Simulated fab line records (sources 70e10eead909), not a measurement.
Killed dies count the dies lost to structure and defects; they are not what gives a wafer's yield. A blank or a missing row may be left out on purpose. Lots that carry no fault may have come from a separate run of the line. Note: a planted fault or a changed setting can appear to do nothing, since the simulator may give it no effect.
fab line records || flow nand-harc || part 2 of 2: steps 37 to 46 of 46
record: {"lots": 5, "wafers": 15, "last-day": 34}
route steps=1302 shown P_ZERO_WELL@53 P_STI@69
lots untouched by any fault: they come from a run of this same line in which no faults occurred
start-h: hours from the record's opening day to when the first of the lot's shown wafers began || wait-h: hours from the lot's prior step to this one || " repeats the value in the row above || L1.1+2: several wafers, shown together as one row || - either no value or no given start || * or withheld: withheld || < > ~ a bound
route shown NAME@n: a module of which the file shows steps, and the number in the route of the first || usual: mean/standard deviation taken from wafers without a fault || same: alike in all rows || chamber/n: place in a boat || sites: each site's reading || _std_site: the values' standard deviation || _edge_site: mean of outer sites minus mean of inner sites || radius-mm: how far each site lies from the wafer's centre || mask NAME#n: copy n || behind: the last tool/chamber to shape the wafer || hold: why the lot went on hold/how many hours it stayed there/how the hold came to an end || device: names the non-switching transistor (n, p or np) || end of line: the same wafers' tests at the end of the route || a step with no rows: only its recipe || killed: count of dies lost to structure and defects at first sort (not the wafer's yield) || map: a wafer's dies, marking killed ones x, the rest . and places with no die _
set.NAME: setting as actually run; set.NAME@STEP: the setting as run at that earlier step || model.NAME: the simulator's own value behind a step, which no gauge read
certain route steps with their lots: each step a table, each wafer a row
services: a tool's chamber out of use, with start hour (start-h, from the record's first day; less than 0 if before it), hours out, and reason
== steps ==
step: NHARC_P_STI_ETCH_31
recipe: {"target-depth-a": 1089, "time-s": 54.5, "cf4-flow-sccm": 100, "chf3-flow-sccm": 30, "ar-flow-sccm": 0, "rf-w": 500, "bias-w": 200, "chemistry": "CF4/CHF3"}
usual: {"drypump-motor-current-A": "5.7/0.46", "oes-product-au": "0.965/0.018", "rf-vpp-V": "370.5/2.2", "showerhead-plenum-p-Torr": "1.57/0.059", "throttle-valve-pct": "16.802/0.0091"}
{"lot.wafer": "L074.3", "tool": "rie-diel-13", "chamber": 1, "start-h": "-", "wait-h": "-", "drypump-motor-current-A": 5.7, "oes-product-au": 0.965, "rf-hours-counter-h": 3, "rf-vpp-V": 372.0, "showerhead-plenum-p-Torr": 1.64, "throttle-valve-pct": 16.797}
{"lot.wafer": "L074.6", "tool": "rie-diel-13", "chamber": 0, "start-h": "-", "wait-h": "-", "drypump-motor-current-A": 6.4, "oes-product-au": 0.950, "rf-hours-counter-h": "-", "rf-vpp-V": 369.2, "showerhead-plenum-p-Torr": 1.53, "throttle-valve-pct": 16.803}
{"lot.wafer": "L074.5", "tool": "rie-diel-13", "chamber": 1, "start-h": "-", "wait-h": "-", "drypump-motor-current-A": 5.7, "oes-product-au": 0.956, "rf-hours-counter-h": "-", "rf-vpp-V": 371.8, "showerhead-plenum-p-Torr": 1.64, "throttle-valve-pct": 16.804}
{"lot.wafer": "L076.2", "tool": "rie-diel-03", "chamber": 0, "start-h": "-", "wait-h": "-", "drypump-motor-current-A": 5.4, "oes-product-au": 0.959, "rf-hours-counter-h": 8, "rf-vpp-V": 370.5, "showerhead-plenum-p-Torr": 1.61, "throttle-valve-pct": 16.802}
{"lot.wafer": "L076.1", "tool": "rie-diel-03", "chamber": 1, "start-h": "-", "wait-h": "-", "drypump-motor-current-A": 6.1, "oes-product-au": 0.945, "rf-hours-counter-h": 10, "rf-vpp-V": 369.6, "showerhead-plenum-p-Torr": 1.54, "throttle-valve-pct": 16.822}
{"lot.wafer": "L076.6", "tool": "rie-diel-03", "chamber": 3, "start-h": "-", "wait-h": "-", "drypump-motor-current-A": 5.7, "oes-product-au": 0.983, "rf-hours-counter-h": "-", "rf-vpp-V": 373.2, "showerhead-plenum-p-Torr": 1.63, "throttle-valve-pct": 16.797}
{"lot.wafer": "L081.3", "tool": "rie-diel-12", "chamber": 0, "start-h": "-", "wait-h": "-", "drypump-motor-current-A": 5.1, "oes-product-au": 0.969, "rf-hours-counter-h": 1, "rf-vpp-V": 370.1, "showerhead-plenum-p-Torr": 1.60, "throttle-valve-pct": 16.810}
{"lot.wafer": "L081.6", "tool": "rie-diel-12", "chamber": 1, "start-h": "-", "wait-h": "-", "drypump-motor-current-A": 5.3, "oes-product-au": 0.972, "rf-hours-counter-h": "-", "rf-vpp-V": 372.6, "showerhead-plenum-p-Torr": 1.60, "throttle-valve-pct": 16.802}
{"lot.wafer": "L081.5", "tool": "rie-diel-12", "chamber": 2, "start-h": "-", "wait-h": "-", "drypump-motor-current-A": 5.0, "oes-product-au": 0.986, "rf-hours-counter-h": "-", "rf-vpp-V": 367.9, "showerhead-plenum-p-Torr": 1.51, "throttle-valve-pct": 16.800}
{"lot.wafer": "L085.4", "tool": "rie-diel-03", "chamber": 1, "start-h": "-", "wait-h": "-", "drypump-motor-current-A": 6.1, "oes-product-au": 0.955, "rf-hours-counter-h": 4, "rf-vpp-V": 370.1, "showerhead-plenum-p-Torr": 1.54, "throttle-valve-pct": 16.820}
{"lot.wafer": "L085.1", "tool": "rie-diel-03", "chamber": 3, "start-h": "-", "wait-h": "-", "drypump-motor-current-A": 5.7, "oes-product-au": 1.008, "rf-hours-counter-h": 3, "rf-vpp-V": 373.3, "showerhead-plenum-p-Torr": 1.62, "throttle-valve-pct": 16.811}
{"lot.wafer": "L085.2", "tool": "rie-diel-03", "chamber": 0, "start-h": "-", "wait-h": "-", "drypump-motor-current-A": 5.5, "oes-product-au": 0.979, "rf-hours-counter-h": 3, "rf-vpp-V": 371.9, "showerhead-plenum-p-Torr": 1.61, "throttle-valve-pct": 16.803}
{"lot.wafer": "L095.3", "tool": "rie-diel-03", "chamber": 1, "start-h": "-", "wait-h": "-", "drypump-motor-current-A": 6.1, "oes-product-au": 0.979, "rf-hours-counter-h": 12, "rf-vpp-V": 368.7, "showerhead-plenum-p-Torr": 1.53, "throttle-valve-pct": 16.814}
{"lot.wafer": "L095.4", "tool": "rie-diel-03", "chamber": 0, "start-h": "-", "wait-h": "-", "drypump-motor-current-A": 5.4, "oes-product-au": 0.967, "rf-hours-counter-h": 12, "rf-vpp-V": 371.9, "showerhead-plenum-p-Torr": 1.61, "throttle-valve-pct": 16.808}
{"lot.wafer": "L095.5", "tool": "rie-diel-03", "chamber": 1, "start-h": "-", "wait-h": "-", "drypump-motor-current-A": 6.1, "oes-product-au": 0.985, "rf-hours-counter-h": "-", "rf-vpp-V": 368.5, "showerhead-plenum-p-Torr": 1.53, "throttle-valve-pct": 16.810}
step: NHARC_P_STI_ETCH_15
recipe: {"target-depth-a": 3000, "taper-deg": 4, "time-s": 100.1, "hbr-flow-sccm": 150, "cl2-flow-sccm": 50, "rf-w": 400, "icp-w": 400, "bias-w": 100, "chemistry": "HBr/Cl2"}
usual: {"drypump-motor-current-A": "5.9/0.43", "mfc-cl2-sccm": "50.02/0.15", "oes-product-au": "1.004/0.01", "throttle-valve-pct": "26.405/0.0094"}
{"lot.wafer": "L074.3", "tool": "rie-si-05", "chamber": 3, "start-h": 45.63, "wait-h": "-", "drypump-motor-current-A": 5.5, "mfc-cl2-sccm": 49.93, "oes-product-au": 0.990, "rf-hours-counter-h": 0.7, "throttle-valve-pct": 26.398}
{"lot.wafer": "L074.6", "tool": "rie-si-05", "chamber": 3, "start-h": 45.63, "wait-h": "-", "drypump-motor-current-A": 5.5, "mfc-cl2-sccm": 49.98, "oes-product-au": 1.001, "rf-hours-counter-h": "-", "throttle-valve-pct": 26.403}
{"lot.wafer": "L074.5", "tool": "rie-si-05", "chamber": 0, "start-h": 45.63, "wait-h": "-", "drypump-motor-current-A": 5.8, "mfc-cl2-sccm": 50.00, "oes-product-au": 1.002, "rf-hours-counter-h": "-", "throttle-valve-pct": 26.394}
{"lot.wafer": "L076.1", "tool": "rie-si-05", "chamber": 1, "start-h": 65.66, "wait-h": "-", "drypump-motor-current-A": 5.7, "mfc-cl2-sccm": 50.16, "oes-product-au": 1.011, "rf-hours-counter-h": 0.8, "throttle-valve-pct": 26.414}
{"lot.wafer": "L076.2", "tool": "rie-si-05", "chamber": 2, "start-h": 65.66, "wait-h": "-", "drypump-motor-current-A": 5.4, "mfc-cl2-sccm": 50.00, "oes-product-au": 1.003, "rf-hours-counter-h": 0.8, "throttle-valve-pct": 26.397}
{"lot.wafer": "L076.6", "tool": "rie-si-05", "chamber": 0, "start-h": 65.66, "wait-h": "-", "drypump-motor-current-A": 5.8, "mfc-cl2-sccm": 50.01, "oes-product-au": 1.010, "rf-hours-counter-h": "-", "throttle-valve-pct": 26.402}
{"lot.wafer": "L081.3", "tool": "rie-si-04", "chamber": 2, "start-h": 115.51, "wait-h": "-", "drypump-motor-current-A": 5.0, "mfc-cl2-sccm": 49.86, "oes-product-au": 1.029, "rf-hours-counter-h": 0.7, "throttle-valve-pct": 26.406}
{"lot.wafer": "L081.6", "tool": "rie-si-04", "chamber": 0, "start-h": 115.51, "wait-h": "-", "drypump-motor-current-A": 5.6, "mfc-cl2-sccm": 49.97, "oes-product-au": 1.011, "rf-hours-counter-h": "-", "throttle-valve-pct": 26.413}
{"lot.wafer": "L081.5", "tool": "rie-si-04", "chamber": 1, "start-h": 115.51, "wait-h": "-", "drypump-motor-current-A": 6.4, "mfc-cl2-sccm": 50.00, "oes-product-au": 1.008, "rf-hours-counter-h": "-", "throttle-valve-pct": 26.402}
{"lot.wafer": "L085.4", "tool": "rie-si-05", "chamber": 3, "start-h": 155.40, "wait-h": "-", "drypump-motor-current-A": 5.5, "mfc-cl2-sccm": 50.34, "oes-product-au": 0.991, "rf-hours-counter-h": 0.1, "throttle-valve-pct": 26.408}
{"lot.wafer": "L085.2", "tool": "rie-si-05", "chamber": 0, "start-h": 155.40, "wait-h": "-", "drypump-motor-current-A": 5.8, "mfc-cl2-sccm": 50.04, "oes-product-au": 1.013, "rf-hours-counter-h": 0.1, "throttle-valve-pct": 26.412}
{"lot.wafer": "L085.1", "tool": "rie-si-05", "chamber": 2, "start-h": 155.40, "wait-h": "-", "drypump-motor-current-A": 5.4, "mfc-cl2-sccm": 50.12, "oes-product-au": 1.012, "rf-hours-counter-h": 0.1, "throttle-valve-pct": 26.399}
{"lot.wafer": "L095.3", "tool": "rie-si-05", "chamber": 1, "start-h": 255.59, "wait-h": "-", "drypump-motor-current-A": 5.7, "mfc-cl2-sccm": 49.82, "oes-product-au": 0.996, "rf-hours-counter-h": 0.8, "throttle-valve-pct": 26.406}
{"lot.wafer": "L095.4", "tool": "rie-si-05", "chamber": 3, "start-h": 255.59, "wait-h": "-", "drypump-motor-current-A": 5.5, "mfc-cl2-sccm": 50.18, "oes-product-au": 0.992, "rf-hours-counter-h": 0.8, "throttle-valve-pct": 26.424}
{"lot.wafer": "L095.5", "tool": "rie-si-05", "chamber": 0, "start-h": 255.59, "wait-h": "-", "drypump-motor-current-A": 5.8, "mfc-cl2-sccm": 50.08, "oes-product-au": 1.014, "rf-hours-counter-h": "-", "throttle-valve-pct": 26.422}
step: NHARC_P_STI_CD_MEAS_16
usual: {"cd-nm": "200.1/2.3"}
{"lot.wafer": "L074.3", "tool": "cd-sem-01", "chamber": "-", "start-h": 45.79, "wait-h": "-", "cd-nm": 202.0}
{"lot.wafer": "L074.5", "tool": "cd-sem-01", "chamber": "-", "start-h": 45.79, "wait-h": "-", "cd-nm": 203.9}
{"lot.wafer": "L074.6", "tool": "cd-sem-01", "chamber": "-", "start-h": 45.79, "wait-h": "-", "cd-nm": 198.7}
{"lot.wafer": "L076.1", "tool": "cd-sem-03", "chamber": "-", "start-h": 65.81, "wait-h": "-", "cd-nm": 198.3}
{"lot.wafer": "L076.2", "tool": "cd-sem-03", "chamber": "-", "start-h": 65.81, "wait-h": "-", "cd-nm": 200.1}
{"lot.wafer": "L076.6", "tool": "cd-sem-03", "chamber": "-", "start-h": 65.81, "wait-h": "-", "cd-nm": 195.9}
{"lot.wafer": "L081.3", "tool": "cd-sem-02", "chamber": "-", "start-h": 115.64, "wait-h": "-", "cd-nm": 198.6}
{"lot.wafer": "L081.5", "tool": "cd-sem-02", "chamber": "-", "start-h": 115.64, "wait-h": "-", "cd-nm": 201.7}
{"lot.wafer": "L081.6", "tool": "cd-sem-02", "chamber": "-", "start-h": 115.64, "wait-h": "-", "cd-nm": 196.8}
{"lot.wafer": "L085.1", "tool": "cd-sem-02", "chamber": "-", "start-h": 155.56, "wait-h": "-", "cd-nm": 197.7}
{"lot.wafer": "L085.2", "tool": "cd-sem-02", "chamber": "-", "start-h": 155.56, "wait-h": "-", "cd-nm": 197.4}
{"lot.wafer": "L085.4", "tool": "cd-sem-02", "chamber": "-", "start-h": 155.56, "wait-h": "-", "cd-nm": 194.3}
{"lot.wafer": "L095.3", "tool": "cd-sem-03", "chamber": "-", "start-h": 255.75, "wait-h": "-", "cd-nm": 201.8}
{"lot.wafer": "L095.4", "tool": "cd-sem-03", "chamber": "-", "start-h": 255.75, "wait-h": "-", "cd-nm": 202.5}
{"lot.wafer": "L095.5", "tool": "cd-sem-03", "chamber": "-", "start-h": 255.75, "wait-h": "-", "cd-nm": 199.4}
step: NHARC_P_STI_OCD_MEAS_17
usual: {"trench-depth-nm": "302/4.4", "trench-foot-cd-nm": "158.2/2.3"}
{"lot.wafer": "L074.3", "tool": "ocd-01", "chamber": "-", "start-h": 45.88, "wait-h": 0.1, "trench-depth-nm": 297, "trench-foot-cd-nm": 159.9}
{"lot.wafer": "L074.5", "tool": "ocd-01", "chamber": "-", "start-h": 45.88, "wait-h": 0.1, "trench-depth-nm": 303, "trench-foot-cd-nm": 162.6}
{"lot.wafer": "L074.6", "tool": "ocd-01", "chamber": "-", "start-h": 45.88, "wait-h": 0.1, "trench-depth-nm": 297, "trench-foot-cd-nm": 157.9}
{"lot.wafer": "L076.1", "tool": "ocd-01", "chamber": "-", "start-h": 65.90, "wait-h": 0.1, "trench-depth-nm": 303, "trench-foot-cd-nm": 157.9}
{"lot.wafer": "L076.2", "tool": "ocd-01", "chamber": "-", "start-h": 65.90, "wait-h": 0.1, "trench-depth-nm": 302, "trench-foot-cd-nm": 158.7}
{"lot.wafer": "L076.6", "tool": "ocd-01", "chamber": "-", "start-h": 65.90, "wait-h": 0.1, "trench-depth-nm": 307, "trench-foot-cd-nm": 154.2}
{"lot.wafer": "L081.3", "tool": "ocd-01", "chamber": "-", "start-h": 115.73, "wait-h": 0.1, "trench-depth-nm": 313, "trench-foot-cd-nm": 155.5}
{"lot.wafer": "L081.5", "tool": "ocd-01", "chamber": "-", "start-h": 115.73, "wait-h": 0.1, "trench-depth-nm": 305, "trench-foot-cd-nm": 159.0}
{"lot.wafer": "L081.6", "tool": "ocd-01", "chamber": "-", "start-h": 115.73, "wait-h": 0.1, "trench-depth-nm": 308, "trench-foot-cd-nm": 154.8}
{"lot.wafer": "L085.1", "tool": "ocd-01", "chamber": "-", "start-h": 155.65, "wait-h": 0.1, "trench-depth-nm": 303, "trench-foot-cd-nm": 156.5}
{"lot.wafer": "L085.2", "tool": "ocd-01", "chamber": "-", "start-h": 155.65, "wait-h": 0.1, "trench-depth-nm": 308, "trench-foot-cd-nm": 155.1}
{"lot.wafer": "L085.4", "tool": "ocd-01", "chamber": "-", "start-h": 155.65, "wait-h": 0.1, "trench-depth-nm": 297, "trench-foot-cd-nm": 153.6}
{"lot.wafer": "L095.3", "tool": "ocd-01", "chamber": "-", "start-h": 255.83, "wait-h": 0.1, "trench-depth-nm": 300, "trench-foot-cd-nm": 159.8}
{"lot.wafer": "L095.4", "tool": "ocd-01", "chamber": "-", "start-h": 255.83, "wait-h": 0.1, "trench-depth-nm": 299, "trench-foot-cd-nm": 162.2}
{"lot.wafer": "L095.5", "tool": "ocd-01", "chamber": "-", "start-h": 255.83, "wait-h": 0.1, "trench-depth-nm": 304, "trench-foot-cd-nm": 157.7}
step: NHARC_P_STI_STRIP_19
recipe: {"time-s": 900, "temp-c": 130, "chemistry": "SPM"}
{"lot.wafer": "L074.3+5+6", "tool": "wet-bench-01", "chamber": "2,3,4", "start-h": 45.95, "wait-h": 0.1}
{"lot.wafer": "L076.1+2+6", "tool": "wet-bench-07", "chamber": "2,3,7", "start-h": 65.95, "wait-h": 0.1}
{"lot.wafer": "L081.6+3+5", "tool": "wet-bench-05", "chamber": "4,6,7", "start-h": 115.78, "wait-h": 0.0}
{"lot.wafer": "L085.4+1+2", "tool": "wet-bench-01", "chamber": "3,5,0", "start-h": 155.71, "wait-h": 0.0}
{"lot.wafer": "L095.4+3+5", "tool": "wet-bench-01", "chamber": "7,0,1", "start-h": 255.91, "wait-h": 0.1}
step: NHARC_P_STI_PRECLEAN_32
recipe: {"time-s": "*", "temp-c": 50, "bath-age-min": 0, "chemistry": "SC1"}
{"lot.wafer": "L074.3+5+6", "tool": "wet-bench-01", "chamber": "2,3,4", "start-h": "-", "wait-h": "-"}
{"lot.wafer": "L076.1+2+6", "tool": "wet-bench-07", "chamber": "2,3,7", "start-h": "-", "wait-h": "-"}
{"lot.wafer": "L081.6+3+5", "tool": "wet-bench-05", "chamber": "4,6,7", "start-h": "-", "wait-h": "-"}
{"lot.wafer": "L085.4+1+2", "tool": "wet-bench-01", "chamber": "3,5,0", "start-h": "-", "wait-h": "-"}
{"lot.wafer": "L095.4+3+5", "tool": "wet-bench-01", "chamber": "7,0,1", "start-h": "-", "wait-h": "-"}
step: NHARC_P_STI_SRD_23
{"lot.wafer": "L074.3+5+6", "tool": "wet-bench-01", "chamber": "2,3,4", "start-h": "-", "wait-h": "-"}
{"lot.wafer": "L076.1+2+6", "tool": "wet-bench-07", "chamber": "2,3,7", "start-h": "-", "wait-h": "-"}
{"lot.wafer": "L081.6+3+5", "tool": "wet-bench-05", "chamber": "4,6,7", "start-h": "-", "wait-h": "-"}
{"lot.wafer": "L085.4+1+2", "tool": "wet-bench-01", "chamber": "3,5,0", "start-h": "-", "wait-h": "-"}
{"lot.wafer": "L095.4+3+5", "tool": "wet-bench-01", "chamber": "7,0,1", "start-h": "-", "wait-h": "-"}
step: NHARC_P_STI_OCD_MEAS_43
usual: {"trench-depth-nm": "302/4.3", "trench-foot-cd-nm": "158.2/2.3"}
{"lot.wafer": "L074.3", "tool": "ocd-02", "chamber": "-", "start-h": 46.39, "wait-h": "-", "trench-depth-nm": 297, "trench-foot-cd-nm": 160.0}
{"lot.wafer": "L074.5", "tool": "ocd-02", "chamber": "-", "start-h": 46.39, "wait-h": "-", "trench-depth-nm": 303, "trench-foot-cd-nm": 162.2}
{"lot.wafer": "L074.6", "tool": "ocd-02", "chamber": "-", "start-h": 46.39, "wait-h": "-", "trench-depth-nm": 297, "trench-foot-cd-nm": 157.8}
{"lot.wafer": "L076.1", "tool": "ocd-02", "chamber": "-", "start-h": 66.40, "wait-h": "-", "trench-depth-nm": 303, "trench-foot-cd-nm": 158.0}
{"lot.wafer": "L076.2", "tool": "ocd-02", "chamber": "-", "start-h": 66.40, "wait-h": "-", "trench-depth-nm": 301, "trench-foot-cd-nm": 159.3}
{"lot.wafer": "L076.6", "tool": "ocd-02", "chamber": "-", "start-h": 66.40, "wait-h": "-", "trench-depth-nm": 307, "trench-foot-cd-nm": 154.7}
{"lot.wafer": "L081.3", "tool": "ocd-02", "chamber": "-", "start-h": 116.24, "wait-h": "-", "trench-depth-nm": 313, "trench-foot-cd-nm": 155.2}
{"lot.wafer": "L081.5", "tool": "ocd-02", "chamber": "-", "start-h": 116.24, "wait-h": "-", "trench-depth-nm": 304, "trench-foot-cd-nm": 158.6}
{"lot.wafer": "L081.6", "tool": "ocd-02", "chamber": "-", "start-h": 116.24, "wait-h": "-", "trench-depth-nm": 308, "trench-foot-cd-nm": 154.0}
{"lot.wafer": "L085.1", "tool": "ocd-02", "chamber": "-", "start-h": 156.16, "wait-h": "-", "trench-depth-nm": 303, "trench-foot-cd-nm": 156.8}
{"lot.wafer": "L085.2", "tool": "ocd-02", "chamber": "-", "start-h": 156.16, "wait-h": "-", "trench-depth-nm": 308, "trench-foot-cd-nm": 155.9}
{"lot.wafer": "L085.4", "tool": "ocd-02", "chamber": "-", "start-h": 156.16, "wait-h": "-", "trench-depth-nm": 298, "trench-foot-cd-nm": 153.5}
{"lot.wafer": "L095.3", "tool": "ocd-02", "chamber": "-", "start-h": 256.34, "wait-h": "-", "trench-depth-nm": 299, "trench-foot-cd-nm": 160.3}
{"lot.wafer": "L095.4", "tool": "ocd-02", "chamber": "-", "start-h": 256.34, "wait-h": "-", "trench-depth-nm": 299, "trench-foot-cd-nm": 162.7}
{"lot.wafer": "L095.5", "tool": "ocd-02", "chamber": "-", "start-h": 256.34, "wait-h": "-", "trench-depth-nm": 304, "trench-foot-cd-nm": 158.1}
step: NHARC_P_STI_OXIDE_33
recipe: {"target-thk-a": 100, "temp-c": 1000, "ox-time-s": 281, "material": "SiO2"}
usual: {"spike-tc-centre-C": "1000.4/1.1"}
{"lot.wafer": "L074.3", "tool": "furnace-08", "chamber": 0, "start-h": 51.76, "wait-h": 5.4, "spike-tc-centre-C": 1000.1}
{"lot.wafer": "L074.5", "tool": "furnace-08", "chamber": 0, "start-h": 51.76, "wait-h": 5.4, "spike-tc-centre-C": 999.2}
{"lot.wafer": "L074.6", "tool": "furnace-08", "chamber": 0, "start-h": 51.76, "wait-h": 5.4, "spike-tc-centre-C": 998.6}
{"lot.wafer": "L076.1", "tool": "furnace-06", "chamber": 0, "start-h": 70.38, "wait-h": 4.0, "spike-tc-centre-C": 1002.4}
{"lot.wafer": "L076.2", "tool": "furnace-06", "chamber": 0, "start-h": 70.38, "wait-h": 4.0, "spike-tc-centre-C": 999.6}
{"lot.wafer": "L076.6", "tool": "furnace-06", "chamber": 0, "start-h": 70.38, "wait-h": 4.0, "spike-tc-centre-C": 1002.2}
{"lot.wafer": "L081.3", "tool": "furnace-07", "chamber": 0, "start-h": 122.56, "wait-h": 6.3, "spike-tc-centre-C": 999.8}
{"lot.wafer": "L081.5", "tool": "furnace-07", "chamber": 0, "start-h": 122.56, "wait-h": 6.3, "spike-tc-centre-C": 1000.9}
{"lot.wafer": "L081.6", "tool": "furnace-07", "chamber": 0, "start-h": 122.56, "wait-h": 6.3, "spike-tc-centre-C": 1000.9}
{"lot.wafer": "L085.1", "tool": "furnace-07", "chamber": 0, "start-h": 160.21, "wait-h": 4.1, "spike-tc-centre-C": 1000.7}
{"lot.wafer": "L085.2", "tool": "furnace-07", "chamber": 0, "start-h": 160.21, "wait-h": 4.1, "spike-tc-centre-C": 1000.4}
{"lot.wafer": "L085.4", "tool": "furnace-07", "chamber": 0, "start-h": 160.21, "wait-h": 4.1, "spike-tc-centre-C": 1001.2}
{"lot.wafer": "L095.3", "tool": "furnace-06", "chamber": 0, "start-h": 260.60, "wait-h": 4.3, "spike-tc-centre-C": 999.6}
{"lot.wafer": "L095.4", "tool": "furnace-06", "chamber": 0, "start-h": 260.60, "wait-h": 4.3, "spike-tc-centre-C": 1000.3}
{"lot.wafer": "L095.5", "tool": "furnace-06", "chamber": 0, "start-h": 260.60, "wait-h": 4.3, "spike-tc-centre-C": 1001.5}
step: NHARC_P_STI_HDPCVD_20
recipe: {"target-thk-a": "withheld", "sigma-open-frac": "withheld", "material": "SiO2"}
{"lot.wafer": "L074.3+6+5", "tool": "hdpcvd-01", "chamber": "1,0,1", "start-h": 56.68, "wait-h": 0.6}
{"lot.wafer": "L076.2+1+6", "tool": "hdpcvd-01", "chamber": "0,1,0", "start-h": 75.07, "wait-h": 0.4}
{"lot.wafer": "L081.3+5+6", "tool": "hdpcvd-01", "chamber": "1,0,1", "start-h": 127.48, "wait-h": 0.6}
{"lot.wafer": "L085.2+1+4", "tool": "hdpcvd-01", "chamber": "0,1,0", "start-h": 164.85, "wait-h": 0.4}
{"lot.wafer": "L095.4+3+5", "tool": "hdpcvd-01", "chamber": "1,0,1", "start-h": 265.45, "wait-h": 0.5}
== services ==
{"tool": "hdpcvd-01", "chamber": "-", "start-h": 4.00, "hours": 13.0, "kind": "pm"}
{"tool": "wet-bench-06", "chamber": "-", "start-h": 17.60, "hours": 8.0, "kind": "pm"}
{"tool": "implanter-02", "chamber": "-", "start-h": 26.01, "hours": 1.2, "kind": "repair"}
{"tool": "wet-bench-03", "chamber": "-", "start-h": 34.40, "hours": 8.0, "kind": "pm"}
{"tool": "implanter-02", "chamber": "-", "start-h": 36.59, "hours": 0.9, "kind": "repair"}
{"tool": "implanter-02", "chamber": "-", "start-h": 47.85, "hours": 1.5, "kind": "repair"}
{"tool": "litho-track-02", "chamber": "-", "start-h": 52.00, "hours": 7.0, "kind": "pm"}
{"tool": "wet-bench-03", "chamber": "-", "start-h": 52.30, "hours": 0.5, "kind": "repair"}
{"tool": "rie-diel-03", "chamber": "-", "start-h": 56.10, "hours": 1.3, "kind": "repair"}
{"tool": "litho-track-07", "chamber": "-", "start-h": 76.00, "hours": 7.0, "kind": "pm"}
{"tool": "wet-bench-05", "chamber": "-", "start-h": 84.80, "hours": 8.0, "kind": "pm"}
{"tool": "litho-track-03", "chamber": "-", "start-h": 100.00, "hours": 7.0, "kind": "pm"}
{"tool": "wet-bench-01", "chamber": "-", "start-h": 101.60, "hours": 8.0, "kind": "pm"}
{"tool": "rie-diel-03", "chamber": "-", "start-h": 104.45, "hours": 9.0, "kind": "pm"}
{"tool": "litho-track-05", "chamber": "-", "start-h": 124.00, "hours": 7.0, "kind": "pm"}
{"tool": "wet-bench-03", "chamber": "-", "start-h": 133.37, "hours": 1.6, "kind": "repair"}
{"tool": "implanter-02", "chamber": "-", "start-h": 146.00, "hours": 13.0, "kind": "pm"}
{"tool": "wet-bench-07", "chamber": "-", "start-h": 160.00, "hours": 8.0, "kind": "pm"}
{"tool": "wet-bench-06", "chamber": "-", "start-h": 193.60, "hours": 8.0, "kind": "pm"}
{"tool": "wet-bench-03", "chamber": "-", "start-h": 210.40, "hours": 8.0, "kind": "pm"}
{"tool": "litho-track-02", "chamber": "-", "start-h": 227.00, "hours": 7.0, "kind": "pm"}
{"tool": "wet-bench-01", "chamber": "-", "start-h": 243.20, "hours": 1.3, "kind": "repair"}
{"tool": "litho-track-07", "chamber": "-", "start-h": 251.00, "hours": 7.0, "kind": "pm"}
{"tool": "wet-bench-05", "chamber": "-", "start-h": 260.80, "hours": 8.0, "kind": "pm"}
